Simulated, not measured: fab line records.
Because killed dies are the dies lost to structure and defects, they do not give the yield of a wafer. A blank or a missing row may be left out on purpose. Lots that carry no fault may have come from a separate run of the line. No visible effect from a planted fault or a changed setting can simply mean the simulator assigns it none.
Matching of chambers | flow n5Finfet | 3 sister chambers for N5_BEOL_M6_ILD_DEP_00 on pecvd-03
The step deposits SiCOH lowk from DEMS/porogen, target thk 179.75 nm, time 33.4 s. 3 wafers are shown with their chamber, then 8 later ones without.

WAFERS, EACH WITH ITS CHAMBER
wafer  | chamber | heaterPowerW (W)
L084.3 | 2       | 303
L086.1 | 0       | 413
L089.1 | 1       | 260

WAFERS MISSING THEIR CHAMBER
wafer  | heaterPowerW (W)
L089.4 | 407
L089.5 | 274
L092.1 | 273
L092.2 | 282
L092.3 | 380
L096.2 | 268
L096.4 | 406
L096.6 | 279

THE CHAMBER EACH PASSED THROUGH
wafer  | from the rows above     | in truth
L089.4 | 0                       | 0
L089.5 | can't be placed: 1 or 2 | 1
L092.1 | can't be placed: 1 or 2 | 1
L092.2 | can't be placed: 2 or 1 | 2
L092.3 | 0                       | 0
L096.2 | can't be placed: 1 or 2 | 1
L096.4 | 0                       | 0
L096.6 | can't be placed: 1 or 2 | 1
Correctly placed: 3 of 8. Cannot be placed on the basis of these rows: 5; the candidates contain the true chamber in 5. 0 placed wrongly.
How it was worked out, from the rows above alone: a wafer's distance from a chamber is the root of the sum, over the readings, of the square of ((its reading less the chamber's mean) divided by the reading's scatter). If the next closest chamber is less than 2 further off than the closest, the wafer can't be placed; otherwise it belongs to the closest. For every chamber, the mean is computed from those of its wafers that are shown. The scatter (one wafer shown for each chamber): square how far every hidden wafer sits from the nearest shown wafer, average those squares and take the square root.
